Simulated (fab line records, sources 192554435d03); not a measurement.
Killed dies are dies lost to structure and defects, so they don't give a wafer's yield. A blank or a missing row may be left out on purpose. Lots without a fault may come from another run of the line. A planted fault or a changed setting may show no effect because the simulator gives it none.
Chamber matching | flow n5_finfet | N5_BEOL_M6_DEP_56 on pecvd-03: 3 sister chambers
The step deposits SiCN from 3MS/NH3, target thk 10 nm, time 17.5 s. 3 wafers are shown with their chamber, then 11 later ones without.

WAFERS WITH THEIR CHAMBER
wafer  | chamber | rf_fwd_power_W (W)
L091.2 | 2       | 199.0
L091.4 | 0       | 199.8
L093.3 | 1       | 198.5

WAFERS WITHOUT THEIR CHAMBER
wafer  | rf_fwd_power_W (W)
L093.4 | 199.1
L093.6 | 198.6
L092.1 | 200.8
L092.3 | 198.4
L092.5 | 199.7
L095.1 | 199.3
L095.4 | 197.6
L095.5 | 199.6
L097.3 | 198.5
L097.4 | 199.1
L097.5 | 198.1

WHICH CHAMBER EACH WENT THROUGH
wafer  | from the rows above          | in truth
L093.4 | can't be placed: 2 or 1 or 0 | 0
L093.6 | can't be placed: 1 or 2      | 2
L092.1 | can't be placed: 0 or 2      | 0
L092.3 | can't be placed: 1 or 2      | 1
L092.5 | can't be placed: 0 or 2      | 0
L095.1 | can't be placed: 2 or 0 or 1 | 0
L095.4 | can't be placed: 1 or 2      | 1
L095.5 | can't be placed: 0 or 2      | 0
L097.3 | can't be placed: 1 or 2      | 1
L097.4 | can't be placed: 2 or 1 or 0 | 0
L097.5 | can't be placed: 1 or 2      | 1
Placed correctly: 0 of 11. Can't be placed from these rows: 11 (the true chamber is among the candidates in 11). Placed wrongly: 0.
How it was worked out, from the rows above alone: a wafer's distance from a chamber is the root of the sum, over the readings, of the square of ((its reading less the chamber's mean) divided by the reading's scatter). The wafer belongs to the nearest chamber; if the next one is less than 2 further off, it can't be placed. A chamber's mean is the mean of its shown wafers. The scatter: with one shown wafer a chamber, the root of the mean of the squares of how far each hidden wafer lies from its nearest shown one.
